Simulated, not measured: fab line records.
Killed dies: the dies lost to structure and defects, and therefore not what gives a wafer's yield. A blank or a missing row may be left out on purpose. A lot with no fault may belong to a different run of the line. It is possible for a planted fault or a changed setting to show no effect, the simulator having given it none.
A struck lot beside a sound one / flow n5Finfet / 39 out of 1938 route steps
Sound: the wafers L184.3, L184.4, L184.6. Struck: wafer L185.3 (left out: L185.1, L185.2 of the same lot, which were not struck); the cause appears at the end.
Each step with rows lists, per side, the tool, then ch with its chambers, then its first start. Under that, the readings that differ: sound wafers / struck wafers / difference of the means / sigmas: that difference in standard deviations of wafers without a fault.
alike: readings with means less than 2 such deviations apart, plus words and numbers identical on both sides. not compared: withheld readings, readings lacking a value on some wafer, bounds such as >300 that could conceal the same value, and numbers that have no deviation in the record and whose values overlap.
A row with sigmas, a row that says differs or no value, or rows on one side alone: a step with any of these is where the two part. Non-overlapping numbers with no deviation appear without sigmas and do not part them. Lack of a reading on every wafer of one side parts them only where that side has two or more wafers.

first, 9 steps without rows for these wafers: N5_BEOL_M13_SOFTBAKE_23 (time 60 s); N5_BEOL_M13_EXPOSE_25 (exposes mask M13, target cd 210 nm); N5_BEOL_M13_PEB_26 (peb time 90 s); N5_BEOL_M13_DEVELOP_27 (develop time 45 s); N5_BEOL_M13_HARDBAKE_32 (time 120 s); N5_BEOL_M13_DESCUM_33 (chemistry O2, time 7.9 s); N5_BEOL_M13_ETCH_67 (etches SiARC in CF4, target depth 143 nm, time 238.3 s); N5_BEOL_M13_ETCH_68 (etches SOC in N2/H2, time 355 s); N5_BEOL_M13_STRIP_69 (strips in N2/H2).
N5_BEOL_M13_TRENCH_ETCH_34: etches SiOC in C4F8/O2/Ar, target depth 413.47 nm, time 162.6 s.
  sound on rieDiel-06 ch 0,3, day 13 10:11; struck on rieDiel-06 ch 0, day 14 05:50
reading=model.etch.depthNm (nm); sound=419.9 415 421.1; struck=461.1; difference=+42.4; sigmas=
  alike: drypumpMotorCurrentA, oesProductAu, rfVppV, showerheadPlenumPTorr, throttleValvePct
  not compared: rfHoursCounterH
then, 1 step without rows for these wafers: N5_BEOL_M13_STRIP_70 (strips in C4F8/O2/Ar).
N5_BEOL_M13_OCD_MEAS_35:
  sound on ocd-01, day 13 10:22; struck on ocd-01, day 14 06:01
reading=trenchDepthNm (nm); sound=420 415 421; struck=461; difference=+42; sigmas=+4
then, 11 steps without rows for these wafers: N5_BEOL_M13_STRIP_37 (strips in N2/H2); N5_BEOL_M13_ETCH_38 (etches SiCN in CF4/N2, target depth 67.5 nm, time 71.9 s); N5_BEOL_M13_PRECLEAN_39 (cleans in residue remover, time 60 s); N5_BEOL_M13_SRD_40 (time 30 s, dry time 30 s); N5_BEOL_M13_DEGAS_41 (time 60 s); N5_BEOL_M13_PRE_CLEAN_42 (time 30 s); N5_BEOL_M13_SPUTTER_43 (material TaN, target thk 15 nm, time 24.19 s); N5_BEOL_M13_SPUTTER_44 (material Ta, target thk 10 nm, time 16.13 s); N5_BEOL_M13_SPUTTER_45 (material Cu, target thk 80 nm, time 13.33 s); N5_BEOL_M13_ECD_47 (material Cu, target thk 936 nm); N5_BEOL_M13_ANNEAL_48 (time 90 s).
N5_BEOL_M13_CMP_49: polishes, stops on SiOC, t overpolish 17.1 s, target thk 420 nm.
  sound on cmp-02 ch 0,1,3, day 13 13:28; struck on cmp-04 ch 1, day 14 12:09
reading=model.Cu_of_BEOL_M13_ECD_47.thkNm (nm); sound=426.8 420.6 428.4; struck=468; difference=+43; sigmas=
  alike: barrierFieldEndpointS, headPressurePsi, motorCurrentA, overpolishRunS
N5_BEOL_M13_THK_MEAS_50: measures by xrf.
  sound on filmMetro-01, day 13 13:46; struck on filmMetro-02, day 14 12:24
reading=M13_THK (nm); sound=423 417 424; struck=468; difference=+47; sigmas=+5
then, 2 steps without rows for these wafers: N5_BEOL_M13_PRE_CLEAN_52 (time 15 s); N5_BEOL_M13_DEP_53 (deposits SiCN from 3MS/NH3, target thk 50 nm, time 17.8 s).
N5_BEOL_M13_RS_MEAS_54: a four-point-probe measurement.
  sound on filmMetro-01, day 13 13:53; struck on filmMetro-01, day 14 12:34
reading=M13_RS (ohm/sq); sound=0.0442 0.0448 0.0440; struck=0.0402; difference=-0.0041; sigmas=-4
then, 9 steps without rows for these wafers: N5_BEOL_M14_ILD_DEP_00 (deposits SiO2 from TEOS/O2, target thk 1119.3 nm, time 237.4 s); N5_BEOL_M14_COAT_58 (time 60 s, resist thk 89 nm); N5_BEOL_M14_COAT_04 (resist thk 800 nm); N5_BEOL_M14_EBR_06; N5_BEOL_M14_SOFTBAKE_05 (time 60 s); N5_BEOL_M14_EXPOSE_07 (exposes mask V13); N5_BEOL_M14_PEB_08 (peb time 90 s); N5_BEOL_M14_DEVELOP_09 (develop time 45 s); N5_BEOL_M14_HARDBAKE_14 (time 120 s).
N5_BEOL_M15_RC_MEAS_101:
  sound on prober-01 ch 0, day 14 04:41; struck on prober-02 ch 0, day 15 02:48
reading=SERP_M10 (ohm/um); sound=3.42 3.25 3.24; struck=3.07; difference=-0.23; sigmas=-2
reading=SERP_M11 (ohm/um); sound=2.94 3.05 2.95; struck=3.20; difference=+0.22; sigmas=+2
reading=SERP_M13 (ohm/um); sound=0.308 0.312 0.301; struck=0.280; difference=-0.027; sigmas=-3
reading=SERP_M13_max_site (ohm/um); sound=0.311 0.315 0.305; struck=0.285; difference=-0.025; sigmas=-3
  alike: COMB_M10, COMB_M11, COMB_M12, COMB_M13, COMB_M14, COMB_M15, COMB_M5, COMB_M6, COMB_M7, COMB_M8, COMB_M9, SERP_M12, SERP_M14, SERP_M14_max_site, SERP_M5, SERP_M5_max_site, SERP_M6, SERP_M7, SERP_M8, SERP_M9
N5_PASSIVATION_PROBE_49:
  sound on prober-02, day 14 17:00; struck on prober-02, day 15 22:34
  alike: defectLimitedYield, killed_at_M0_to_M3, killed_at_M4_up, killedAtContacts, killedAtFrontEnd, killedAtOther, killedDies, killedOpen, killedShort, sort_bin_5_function, sort_bin_6_memory, sortNPass, sortYieldPct

== WHERE THEY PART ==
First at N5_BEOL_M13_OCD_MEAS_35; last, within this record, at N5_BEOL_M15_RC_MEAS_101. Later steps at which nothing parts them and some readings are alike: N5_PASSIVATION_PROBE_49.

WHY: what had been put in by the simulator
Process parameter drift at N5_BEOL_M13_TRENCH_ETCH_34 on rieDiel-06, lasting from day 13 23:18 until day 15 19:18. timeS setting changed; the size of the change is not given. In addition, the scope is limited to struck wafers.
